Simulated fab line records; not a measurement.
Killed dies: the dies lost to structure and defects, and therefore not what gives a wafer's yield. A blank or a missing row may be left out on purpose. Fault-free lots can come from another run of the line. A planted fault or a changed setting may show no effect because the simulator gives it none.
fab line records    flow n5Finfet
record lots=4  wafers=12  lastDay=19
route steps=1938 shown SD_EPI_N@290 SD_EPI_P@295 BEOL_M4@1111
lots that met no fault: from a run of the same line without faults
startH: hours from the record's opening day to when the first of the lot's shown wafers began    waitH: how many hours have passed since the lot's step before this one    " unchanged from the row above    L1.1+2: a row that stands for several wafers    - no value, or no start was given    * or withheld: withheld    < > ~ a bound
route shown NAME@n: names a module that has steps shown in the file, with the first one's number in the route    usual: average and standard deviation across the fault-free wafers    same: alike in all rows    chamber/n: place in a boat    sites: readings site by site    _std_site: how widely they spread, as a standard deviation    _edge_site: inner sites' mean taken away from outer sites' mean    radiusMm: for every site, how far away it sits from the centre of the wafer    mask NAME#n: copy n    behind: tool/chamber where the wafer was last shaped    hold: reason for holding the lot/hours on hold/outcome of the hold    device: which transistor (n, p or np) failed to switch    end of line: the route-end tests of the same wafers    for a step that has no rows: nothing shown but its recipe    killed: the dies lost at the first sort to structure and to defects; this is not the yield of the wafer    map: a wafer's dies, marking killed ones x, the rest . and places with no die _
set.NAME: the setting that was run; set.NAME@STEP: the one run at that earlier step    model.NAME: the simulator's own value behind a step, which no gauge read
lots seen at some steps along the route; tables by step, rows by wafer
services: the hour from which a tool's chamber was out of use, counted from the record's first day as startH (under 0 if before that day), plus the number of hours and why
## steps
# step N5_SD_EPI_N_PRECLEAN_24
# recipe chemistry=O3/DIW  timeS=60  tempC=22  o3Ppm=10
# step N5_SD_EPI_N_SRD_25
# recipe timeS=30  tempC=23  rinseLiquid=diw  dry=ipaMarangoni
# step N5_SD_EPI_N_PRECLEAN_49
# recipe chemistry=NF3:NH3  afsCycles=1  tempC=30  timeS=20  sublimationTempC=180  sublimationTimeS=60  pressureTorr=3  rfPowerW=30
# step N5_SD_EPI_N_LINER_46
# recipe material=SiNx  targetThkA=30  tempC=400  aldPrecursorFamily=SiH2I2  aldCoReactant=N2/H2-plasma  pressureTorr=2
# step N5_SD_EPI_P_COAT_34
# recipe resist=SOC  tempC=250  timeS=60  spinRpm=1500  resistThkNm=350
# step N5_SD_EPI_P_COAT_35
# recipe resist=SiARC  tempC=220  timeS=60  spinRpm=1500  resistThkNm=35
# step N5_SD_EPI_P_COAT_03
# recipe resist=CAR-ArF-block  spinRpm=1500  resistThkNm=150
# step N5_SD_EPI_P_EBR_05
# recipe solvent=PGMEA  ebrWidthMm=1.5
# step N5_SD_EPI_P_SOFTBAKE_04
# recipe tempC=110  timeS=60  resist=CAR-ArF-block
# step N5_SD_EPI_P_EXPOSE_06
# recipe maskId=SD_P_BLK  na=1.35  sourceShape=conventional  sigmaOuter=0.8  polarization=unpolarized  targetCdNm=240  doseMj=39.5
# step N5_SD_EPI_P_PEB_07
# recipe pebTempC=110  pebTimeS=60  resist=CAR-ArF-block
# step N5_SD_EPI_P_DEVELOP_08
# recipe developTimeS=30  developer=TMAH  resist=CAR-ArF-block  devTempC=23  rinseLiquid=diw  dry=airSpin
lot.wafer   tool           chamber  startH  waitH
L268.2+4+6  lithoTrack-01  0        76.17   -
L270.1+2+4  lithoTrack-01  0        89.75   -
L274.3+5+6  lithoTrack-01  0        113.69  -
L286.4+5+6  lithoTrack-05  0        219.94  -
# step N5_SD_EPI_P_CD_MEAS_09
# recipe targetCdNm=240  landingEnergyEv=500  detector=seInlens
# usual cdNm=240.1/0.61
lot.wafer  tool      chamber  startH  waitH  cdNm
L268.2     cdSem-03  0        76.23   -      240.6
L268.4     "         0        "       "      241.3
L268.6     "         0        "       "      241.5
L270.1     cdSem-01  0        89.81   -      242.0
L270.2     "         0        "       "      241.0
L270.4     "         0        "       "      240.0
L274.3     cdSem-03  0        113.75  -      241.7
L274.5     "         0        "       "      240.5
L274.6     "         0        "       "      241.7
L286.4     cdSem-02  0        220.00  -      240.0
L286.5     "         0        "       "      239.7
L286.6     "         0        "       "      239.6
# step N5_SD_EPI_P_DESCUM_14
# recipe chemistry=O2  timeS=7.9  sourcePowerW=50  biasPowerW=20  pressureMtorr=20  rfFrequencyHz=2.712e+07  tempC=40  resist=CAR-ArF-block  o2FlowSccm=225
# usual biasPowerW=20.01/0.057  drypumpMotorCurrentA=5.8/0.37  o2FlowSccm=225.0/0.59  oesProductAu=0.77/0.081  rfVppV=243.1/1.3  showerheadPlenumPTorr=2.09/0.068  throttleValvePct=20.52/0.17
lot.wafer  tool        chamber  startH  waitH  biasPowerW  drypumpMotorCurrentA  o2FlowSccm  oesProductAu  rfHoursCounterH  rfVppV  showerheadPlenumPTorr  throttleValvePct  model.SD_EPI_P.cdNm
L268.2     rieDiel-05  0        76.35   0.0    20.01       5.8                   225.1       0.70          186              242.2   2.09                   20.28             240.4
L268.4     "           2        "       "      19.97       6.2                   225.6       0.68          240              242.9   2.06                   20.68             241.2
L268.6     "           3        "       "      20.13       6.3                   224.8       0.77          -                244.4   2.09                   20.67             241
L270.1     rieDiel-02  2        89.90   0.0    20.04       6.1                   225.2       0.91          35               241.8   2.05                   20.42             242.2
L270.2     "           0        "       "      19.94       4.8                   225.0       0.70          228              243.3   2.16                   20.78             241
L270.4     "           1        "       "      19.97       5.6                   224.1       0.78          136              241.7   2.02                   20.67             240.4
L274.3     rieDiel-03  3        113.84  0.0    20.03       5.5                   224.1       0.73          156              243.7   2.18                   20.52             241.6
L274.5     "           0        "       "      19.98       5.9                   224.3       0.84          -                243.3   2.20                   20.36             240.4
L274.6     "           3        "       "      20.02       5.5                   225.4       0.73          -                245.0   2.18                   20.56             241.8
L286.4     rieDiel-02  0        220.08  0.0    20.01       4.8                   225.0       1.00          3                243.9   2.15                   20.42             240.2
L286.5     "           1        "       "      20.03       5.6                   225.3       0.76          -                241.8   2.01                   20.70             240
L286.6     "           2        "       "      19.91       6.0                   225.4       0.86          -                241.4   2.04                   20.48             239.4
# step N5_SD_EPI_P_ETCH_36
# recipe chemistry=CF4  target=SiARC  targetDepthA=455  maskMaterial=CAR-ArF-block  timeS=75.8  ionEnergyEv=80  pressureMtorr=40  sourceW=545  biasW=36  Ar_flow_sccm=100  cf4FlowSccm=100  ends=cleared
# step N5_SD_EPI_P_ETCH_37
# recipe chemistry=N2/H2  target=SOC  overetchA=1080  maskMaterial=SiARC  tempC=40  ionEnergyEv=100  sourceW=3000  biasW=133  pressureMtorr=20  timeS=486  n2FlowSccm=200  h2FlowSccm=200  ends=endPoint
# step N5_SD_EPI_P_STRIP_38
# recipe chemistry=N2/H2  tempC=40  n2FlowSccm=200  h2FlowSccm=200  rfFrequencyHz=6e+07
# step N5_SD_EPI_P_ETCHBACK_46
# recipe chemistry=CH3F/O2  mode=anisotropicEtchback  target=SiNx  targetDepthA=175  stopOn=SiO2  overEtchFrac=0.3  ionEnergyEv=120  pressureMtorr=30  sourceW=395  biasW=73  Ar_flow_sccm=150  CH3F_flow_sccm=30  O2_flow_sccm=20
# step N5_SD_EPI_P_ETCH_47
# recipe chemistry=CH3F/O2  target=SiOCN  targetDepthA=250  maskMaterial=SOC  ionEnergyEv=60  biasW=29  pressureMtorr=30  sourceW=410  Ar_flow_sccm=150  CH3F_flow_sccm=30  O2_flow_sccm=20
# step N5_SD_EPI_P_ETCH_16
# recipe chemistry=CHF3/O2  target=SiO2  targetDepthA=50  maskMaterial=SOC  pressureMtorr=30  sourceW=650  biasW=170  Ar_flow_sccm=200  CHF3_flow_sccm=50  O2_flow_sccm=5  ionEnergyEv=200
# step N5_SD_EPI_P_STRIP_50
# recipe chemistry=CHF3/O2  resist=SiARC  rfFrequencyHz=6e+07
# step N5_SD_EPI_P_SD_RECESS_17
# recipe chemistry=HBr/Cl2/O2  targetDepthA=391  btTimeS=3  pressureMtorr=10  icpW=800  biasW=112  HBr_flow_sccm=150  Cl2_flow_sccm=80  O2_flow_sccm=12
# usual HBr_flow_sccm=149.9/0.44  drypumpMotorCurrentA=5.5/0.47  heBacksideLeakSccm=2.7/0.32  mfcCl2Sccm=79.95/0.24  oesProductAu=1.005/0.016  throttleValvePct=37.1/0.31
lot.wafer  tool      chamber  startH  waitH  HBr_flow_sccm  drypumpMotorCurrentA  heBacksideLeakSccm  mfcCl2Sccm  oesProductAu  rfHoursCounterH  throttleValvePct  model.SD_EPI_P.cdNm
L268.2     rieSi-06  0        77.03   0.0    150.0          5.0                   2.9                 79.77       1.013         19               37.0              241.4
L268.4     "         1        "       "      150.5          5.6                   2.6                 80.07       1.026         186              37.0              240.6
L268.6     "         2        "       "      150.0          5.7                   2.7                 79.50       0.983         -                36.7              242.2
L270.1     rieSi-06  1        90.58   0.0    150.4          5.6                   2.6                 80.05       1.021         186              37.0              242.8
L270.2     "         2        "       "      149.8          5.7                   2.5                 79.87       0.987         3                36.7              241.4
L270.4     "         0        "       "      150.2          5.0                   2.9                 79.97       1.014         19               37.1              241.2
L274.3     rieSi-06  0        114.53  0.0    149.2          5.0                   2.9                 79.68       1.019         20               37.0              241.8
L274.5     "         0        "       "      149.1          5.0                   3.0                 79.91       1.017         -                37.0              240.6
L274.6     "         1        "       "      150.4          5.6                   2.6                 79.30       1.024         -                37.0              242.6
L286.4     rieSi-06  3        220.80  0.1    149.8          5.5                   2.5                 79.45       1.018         -                37.3              240
L286.5     "         2        "       "      150.3          5.7                   2.8                 80.09       0.980         -                36.7              240.2
L286.6     "         0        "       "      150.1          5.0                   3.0                 79.64       1.019         -                37.1              238.6
# step N5_SD_EPI_P_WET_ETCH_45
# recipe chemistry=dHF  dilution=withheld  timeS=10.7  target=SiO2  targetDepthA=20  tempC=25  dry=ipaMarangoni  rinseTimeS=30  rinseTempC=23
# step N5_BEOL_M4_RC_MEAS_101
# usual DIBL_N=36.5/1.2  DIBL_P=36.5/1.6  IOFF_N=0.162/0.023  IOFF_P=0.221/0.03  ION_N=678/8  ION_P=466/6.3  SS_N=71.6/0.46  SS_P=73.3/0.57  VT_N=249.2/2.6  VT_P=-249/3.3
lot.wafer  tool       chamber  startH  waitH  DIBL_N[mV/V]  DIBL_P[mV/V]  IOFF_N[nA/um]  IOFF_P[nA/um]  ION_N[uA/um]  ION_P[uA/um]  SS_N[mV/dec]  SS_P[mV/dec]  VT_N[mV]  VT_P[mV]
L268.2     prober-02  0        241.81  0.2    36.1          37.7          0.176          0.214          678           462           71.6          73.2          246.9     -251
L268.4     "          0        "       "      36.2          38.1          0.173          0.215          675           465           71.0          73.8          247.8     -251
L268.6     "          0        "       "      37.6          39.6          0.207          0.251          683           460           71.3          74.2          245.9     -246
L270.1     prober-01  0        257.00  0.0    33.2          33.1          0.115          0.157          663           455           70.6          72.7          252.9     -255
L270.2     "          0        "       "      34.5          34.8          0.137          0.185          671           463           71.1          73.2          251.7     -255
L270.4     "          0        "       "      34.7          35.0          0.136          0.178          674           464           71.2          73.5          255.9     -254
L274.3     prober-01  0        266.31  0.3    38.2          38.9          0.199          0.260          687           467           71.7          74.9          245.0     -247
L274.5     "          0        "       "      37.3          37.8          0.168          0.229          671           458           71.9          73.2          252.6     -250
L274.6     "          0        "       "      36.4          37.0          0.165          0.218          676           468           71.7          73.2          248.3     -251
L286.4     prober-02  0        358.34  0.5    36.3          35.3          0.180          0.254          690           472           71.7          74.0          247.8     -244
L286.5     "          0        "       "      33.5          32.8          0.139          0.205          685           474           71.1          72.4          250.6     -247
L286.6     "          0        "       "      36.1          35.2          0.184          0.261          698           475           71.4          72.7          244.3     -243
## services
tool        chamber  startH  hours  kind
rieDiel-05  3        93.94   21.0   repair
rieDiel-02  1        107.68  15.5   repair
rieDiel-02  2        107.69  2.9    repair
rieDiel-05  2        115.16  -      clean
rieDiel-05  2        115.16  -      consumableReplace:focusRing
rieDiel-05  2        115.16  17.7   scheduledDown
rieDiel-05  2        115.16  17.7   ventCycle
rieDiel-02  -        151.09  15.6   pm
rieDiel-05  -        153.22  28.1   pm
rieDiel-02  0        173.56  -      clean
rieDiel-02  0        173.56  -      consumableReplace:focusRing
rieDiel-02  0        173.56  25.7   scheduledDown
rieDiel-02  0        173.56  25.7   ventCycle
rieSi-06    2        177.57  1.4    repair
rieDiel-05  3        189.24  1.3    repair
rieDiel-05  -        207.38  2.6    repair
rieSi-06    1        212.97  -      clean
rieSi-06    1        212.97  16.3   scheduledDown
rieSi-06    1        212.97  16.3   ventCycle
rieDiel-05  1        213.83  14.7   repair
rieDiel-05  -        217.62  0.7    repair
## key
firstSign step=N5_SD_EPI_P_CD_MEAS_09  reading=cdNm  direction=up  sigmas=2.8  usual=240.1  struck=241.8
effect none on later readings
modelEffect step=N5_SD_EPI_P_DESCUM_14  value=SD_EPI_P.cdNm  without=240.1  struck=241.9
modelEffect step=N5_SD_EPI_P_SD_RECESS_17  value=SD_EPI_P.cdNm  without=240.5  struck=242.4
metAt N5_SD_EPI_P_DEVELOP_08
struckWafers L270.1,L274.3,L274.6
onsetBetween 76.17 89.75
fault kind=processParameterDrift  tool=lithoTrack-01  chamber=-  onsetH=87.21  steps=N5_SD_EPI_P_DEVELOP_08  channel=developTimeS  offset=*  shape=step  endH=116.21  scope=struckWafersOnly  actsIn=*  stated=*
